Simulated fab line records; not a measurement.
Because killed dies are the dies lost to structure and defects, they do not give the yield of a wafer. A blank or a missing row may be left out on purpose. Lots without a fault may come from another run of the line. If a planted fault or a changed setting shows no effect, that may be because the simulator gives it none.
Struck lot and sound lot, side by side    flow n5Finfet    19 out of 1938 route steps
Sound: these wafers, L244.1, L244.4, L244.5. Wafers L249.2, L249.5, L249.6 were the ones struck. The cause comes at the end.
Per side, at each step with rows, come the tool, then ch with its chambers, and then its first start. Under that, the readings that differ: sound wafers    struck wafers    difference of the means    sigmas: that difference in standard deviations of wafers without a fault.
alike: readings with means less than 2 such deviations apart, plus words and numbers identical on both sides. not compared: withheld readings, readings lacking a value on some wafer, bounds such as >300 that could conceal the same value, and numbers that have no deviation in the record and whose values overlap.
Wherever a step has rows on one side only, a row that says differs or no value, or a row with sigmas, the two part there. When numbers do not overlap yet have no deviation, they are printed without sigmas and do not part them. A reading that every wafer of one side lacks parts them only if that side has two wafers or more.

first, 7 steps without rows for these wafers: N5_BEOL_M8_COAT_60 (time 60 s, resist thk 35 nm); N5_BEOL_M8_COAT_05 (resist thk 90 nm); N5_BEOL_M8_EBR_07; N5_BEOL_M8_SOFTBAKE_06 (time 60 s); N5_BEOL_M8_EXPOSE_08 (exposes mask M8); N5_BEOL_M8_PEB_09 (peb time 60 s); N5_BEOL_M8_DEVELOP_10 (develop time 30 s).
N5_BEOL_M8_CD_MEAS_11: the cd target is 38.5 nm.
  sound on cdSem-03 ch 0, day 10 10:22; struck on cdSem-02 ch 0, day 11 19:27
  alike: cdNm
N5_BEOL_M8_OVL_MEAS_12:
  sound on overlay-02 ch 0, day 10 10:24; struck on overlay-02 ch 0, day 11 19:29
  alike: M8_OVL
N5_BEOL_M8_INSPECT_13: inspects for defects (brightfield).
  sound on defectInspect-01, day 10 10:26; struck on defectInspect-01, day 11 19:30
  alike: rawDefectCount
N5_BEOL_M8_DESCUM_16: chemistry O2, time 7.9 s.
  sound on rieDiel-06 ch 0,1,2, day 10 10:28; struck on rieDiel-03 ch 0,1, day 11 19:32
  alike: drypumpMotorCurrentA, oesProductAu, rfVppV, showerheadPlenumPTorr, throttleValvePct
  not compared: rfHoursCounterH
N5_BEOL_M8_ETCH_61: etches SiARC in CF4, target depth 45.5 nm, time 75.8 s.
  sound on rieDiel-06 ch 0,1,2, day 10 10:30; struck on rieDiel-03 ch 0,1, day 11 19:34
  alike: biasW, cf4FlowSccm, drypumpMotorCurrentA, etchRfOnTimeS, oesProductAu, rfVppV, showerheadPlenumPTorr, throttleValvePct
  not compared: rfHoursCounterH
N5_BEOL_M8_ETCH_62: etches SOC in N2/H2, target depth 110 nm, overetch 22 nm, time 165 s.
  sound on rieDiel-06 ch 0,1,2, day 10 10:33; struck on rieDiel-03 ch 0,1, day 11 19:37
  no value came back on the struck wafers for any of 7 readings (biasW (W), chamberPressureMTorr (mTorr) and others); on the sound wafers biasW (W) reads 149.7 150.1 150.4
reading                                      sound         struck        difference  sigmas
model.CAR-ArF_of_BEOL_M8_COAT_05.thkNm (nm)  0 0 0         51 51.2 50.8  +51         
model.SiARC_of_BEOL_M8_COAT_60.thkNm (nm)    28.2 28 28.4  35 35 35      +7          
  not compared: rfHoursCounterH
then, 1 step without rows for these wafers: N5_BEOL_M8_STRIP_68 (strips in N2/H2).
N5_BEOL_M8_STRIP_67: strips in CF4.
  sound on rieDiel-06 ch 0,1,2, day 10 10:42; struck on rieDiel-03 ch 0,1, day 11 19:46
  alike: drypumpMotorCurrentA, oesProductAu, rfVppV, showerheadPlenumPTorr, throttleValvePct
  not compared: rfHoursCounterH
N5_BEOL_M8_HM_OPEN_17: chemistry Cl2/BCl3, target TiN, target depth 20 nm, overetch 6 nm.
  sound on rieMetal-02 ch 0, day 10 10:44; struck on rieMetal-01 ch 0,1, day 11 19:49
reading               sound              struck             difference  sigmas
oesProductAu (a.u.)   0.66 0.66 0.67     0.26 0.26 0.35     -0.37       -5
throttleValvePct (%)  22.18 22.20 22.17  22.86 22.87 22.93  +0.70       +6
  alike: drypumpMotorCurrentA
  not compared: rfHoursCounterH
N5_BEOL_M8_STRIP_19: strips in O2.
  sound on rieDiel-03 ch 0,2,3, day 10 10:58; struck on rieDiel-02 ch 0,3, day 11 20:00
  alike: drypumpMotorCurrentA, oesProductAu, rfVppV, showerheadPlenumPTorr, throttleValvePct
  not compared: rfHoursCounterH
N5_BEOL_M8_CD_MEAS_18: pitch 80 nm, target cd 40 nm.
  sound on cdSem-01, day 10 11:02; struck on cdSem-02, day 11 20:04
reading    sound           struck  difference                     sigmas
cdNm (nm)  41.0 40.1 40.3  - - -   no value on the struck wafers  
then, 1 step without rows for these wafers: N5_BEOL_M8_COAT_63 (time 60 s, resist thk 60 nm).

== WHERE THEY PART ==
First at N5_BEOL_M8_ETCH_62; last, within this record, at N5_BEOL_M8_CD_MEAS_18.

WHY: what had been put in by the simulator
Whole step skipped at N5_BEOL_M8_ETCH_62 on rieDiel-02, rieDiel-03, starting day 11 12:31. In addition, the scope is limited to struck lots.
